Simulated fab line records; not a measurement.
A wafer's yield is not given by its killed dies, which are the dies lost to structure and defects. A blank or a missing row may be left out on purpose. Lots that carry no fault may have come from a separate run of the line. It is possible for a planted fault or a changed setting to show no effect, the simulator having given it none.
Code-filled problem report in 8D (eight disciplines) form | flow n5Finfet | the parts of the form that need people (team, actions taken, sign-off) are left out

1. THE PROBLEM
M9_ILD_THK at N5_BEOL_M9_THK_MEAS_01 reads a mean of 286 nm on 1 wafer of 1 lot; wafers without a fault read 267 nm with a standard deviation of 3.7. Relative to the usual mean, that is a shift of +5.1 standard deviations.
First seen on wafer L233.6, day 15 11:19, on filmMetro-02. At this step, 33 wafers from 11 lots have a number in the record. Rule for "out" (also "out of limits"): further than 4 standard deviations from the usual mean. All remaining wafers that have a number are taken as sound.

2. WHAT IT IS, WHAT IT ISN'T
question                    | is                | is not
which readings at this step | M9_ILD_THK        | -
which lots                  | L233              | L215, L217, L218, L220, L221, L222, L223, L236, L237, L238
which wafers of those lots  | L233.6            | L233.2, L233.4
read on which gauges        | filmMetro-02      | filmMetro-01
when                        | from day 15 11:19 | up to then (26 sound wafers); but 6 sound wafers of L237, L238 came after

3. WHAT RULES OUT EACH SUSPECT
Counting: if a tool at a process step up to the reading ran every lot that is out, it stays a suspect. Sound lots after the first of them don't rule it out here, since some wafers of a struck lot are sound.
- the gauge at N5_BEOL_M9_THK_MEAS_01: kept. All the wafers that are out were read on filmMetro-02, and no step on other tools shows them out.
- pvdSputter-01 at N5_BEOL_M8_DEGAS_44 (time 60 s): kept. The lot that is out, L233, ran on it at day 15 09:04; the last sound lot it ran before that was L236, at day 14 12:47.
- pvdSputter-01 at N5_BEOL_M8_SURFACE_TREAT_79: kept. The lot that is out, L233, ran on it at day 15 09:28; the last sound lot it ran before that was L236, at day 14 13:14.
- pecvd-01 at N5_BEOL_M9_ILD_DEP_00 (deposits SiCOH lowk from DEMS/porogen, target thk 308.51 nm, time 58 s): kept. The lot that is out, L233, ran on it at day 15 10:44; the last sound lot it ran before that was L236, at day 14 15:10.
- The sound lot-mates ran in chamber 1 of pecvd-01 at N5_BEOL_M9_ILD_DEP_00, but the wafers that are out ran in chamber 0.
Left after counting: pvdSputter-01 at N5_BEOL_M8_DEGAS_44, pvdSputter-01 at N5_BEOL_M8_SURFACE_TREAT_79, pecvd-01 at N5_BEOL_M9_ILD_DEP_00, filmMetro-02 at N5_BEOL_M9_THK_MEAS_01.

4. THE CAUSE (what the simulator had put in)
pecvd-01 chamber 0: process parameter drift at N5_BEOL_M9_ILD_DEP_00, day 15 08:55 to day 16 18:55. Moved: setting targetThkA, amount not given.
Of the 4 suspects that counting leaves, this tool is one.

5. SEQUENCE OF EFFECTS, ordered by route
Each row: a reading whose mean over the struck wafers that have a number lies more than 3 standard deviations from the usual. Only readings whose record carries a usual standard deviation are examined. hours: median over the lots of the time between each lot's start at the first step of this table that gives one and its start at this step. sigmas: the change, counted in usual standard deviations.
hours | step                   | reading    | usual  | on struck wafers | change | sigmas
0     | N5_BEOL_M9_THK_MEAS_01 | M9_ILD_THK | 267 nm | 286              | +19    | +5.1

6. WHAT WOULD HAVE CAUGHT IT SOONER
2 hours passed between the start of the fault at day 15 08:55 and the first reading out of limits at a measuring or inspecting step in this record, taken at day 15 11:19.
An alarm limit of 4 standard deviations would not have fired on the tool readings at N5_BEOL_M9_ILD_DEP_00 for which the record gives a usual standard deviation, since none of them was out on any struck wafer.
The start of N5_BEOL_M9_ILD_DEP_00 on pecvd-01 came by day 15 11:19 for every one of the lots that are out (1). Tool hold at that time: it would have spared none of them.
